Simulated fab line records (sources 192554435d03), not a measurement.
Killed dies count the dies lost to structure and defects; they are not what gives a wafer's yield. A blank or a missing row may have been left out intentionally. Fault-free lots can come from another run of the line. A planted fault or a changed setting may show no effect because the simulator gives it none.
The same fault as seen by 2 desks	flow n5 finfet	every desk sees just its own numbers, and what lay behind them comes last

AT THE METROLOGY DESK
Lot by lot, what the gauges showed, no matter which tool ran the lot: averages of those sampled wafers that carry a number. The brackets show how far a lot's mean lies from the usual mean; more than 4 standard deviations puts the lot out of limits, marked OUT. It has 13 readings, of which 7 appear: the earliest out of limits, and the ones furthest out on some lot.
Columns: A = cd nm at N5_DUMMY_GATE_CD_MEAS_15, usual 24.98 nm; B = cd nm at N5_DUMMY_GATE_CD_MEAS_50, usual 13.9 nm; C = cd nm at N5_DUMMY_GATE_CD_MEAS_24, usual 14.8 nm; D = DIBL_N at N5_BEOL_M4_RC_MEAS_101, usual 37.1 mV/V; E = IOFF_N at N5_BEOL_M4_RC_MEAS_101, usual 0.18 nA/um; F = IOFF_P at N5_BEOL_M4_RC_MEAS_101, usual 0.21 nA/um; G = SS_P at N5_BEOL_M4_RC_MEAS_101, usual 73.4 mV/dec
lot	first seen here	A	B	C	D	E	F	G
L424	day 3 15:32	25.20	14.2	15.2	37.4	0.20	0.24	73.4
L425	day 3 21:48	24.94	14.3	15.4	35.0	0.13	0.16	72.7
L426	day 4 07:37	25.08	14.7	15.7	37.3	0.18	0.17	72.9
L430	day 5 08:29	24.84	13.9	15.0	36.9	0.15	0.16	73.6
L431	day 5 12:02	24.75	13.5	14.4	37.7	0.19	0.21	74.1
L433	day 5 22:44	25.05	14.2	15.0	36.9	0.19	0.21	73.3
L441	day 7 22:40	22.97 (-6.9) OUT	11.3 (-4.8) OUT	12.5	45.0	0.41 (+4.3) OUT	0.38	76.3
L442	day 8 03:46	23.45 (-5.3) OUT	12.5	13.4	40.5	0.28	0.27	74.8
L444	day 8 15:43	23.79 (-4.1) OUT	12.6	13.6	41.0	0.24	0.27	74.8
Finding of this desk: L441, L442, L444 out of limits; the first was L441 at day 7 22:40, on cd nm at N5_DUMMY_GATE_CD_MEAS_15. In limits: L424, L425, L426, L430, L431, L433.

AT THE TOOL OWNER'S DESK: euv scanner-01
The tool's own readings at N5_DUMMY_GATE_EXPOSE_12 (exposes mask GATE, target cd 25 nm): means of the sampled wafers that have a number, for each lot that ran on this tool. The brackets show how far a lot's mean lies from the usual mean; more than 4 standard deviations puts the lot out of limits, marked OUT.
Columns: A = exposure dose mJ cm2 at N5_DUMMY_GATE_EXPOSE_12, usual 34.4
lot	first seen here	A
L425	day 3 21:41	34.7
L426	day 4 07:29	34.6
L433	day 5 22:37	34.7
L441	day 7 22:33	38.7 (+13) OUT
L442	day 8 03:38	37.9 (+11) OUT
L444	day 8 15:35	37.3 (+8.7) OUT
Finding of this desk: L441, L442, L444 out of limits; the first was L441 at day 7 22:33, on exposure dose mJ cm2 at N5_DUMMY_GATE_EXPOSE_12. In limits: L425, L426, L433.

PUT TOGETHER
An alarm could have come from the tool owner's desk at day 7 22:33, on L441, L442, L444.
At day 7 22:40 the metrology desk could have sounded an alarm, on L441, L442, L444.
The lots listed all ran N5_DUMMY_GATE_EXPOSE_12 on euv scanner-01.

WHAT THE SIMULATOR PUT IN
Process parameters drifting: euv scanner-01 at N5_DUMMY_GATE_EXPOSE_12, beginning at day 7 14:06. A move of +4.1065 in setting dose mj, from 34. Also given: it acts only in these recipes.
Struck lots among those shown: L441, L442, L444.
Hours from the fault's start to each desk's first reading out of limits: the tool owner's desk, 8; the metrology desk, 9.
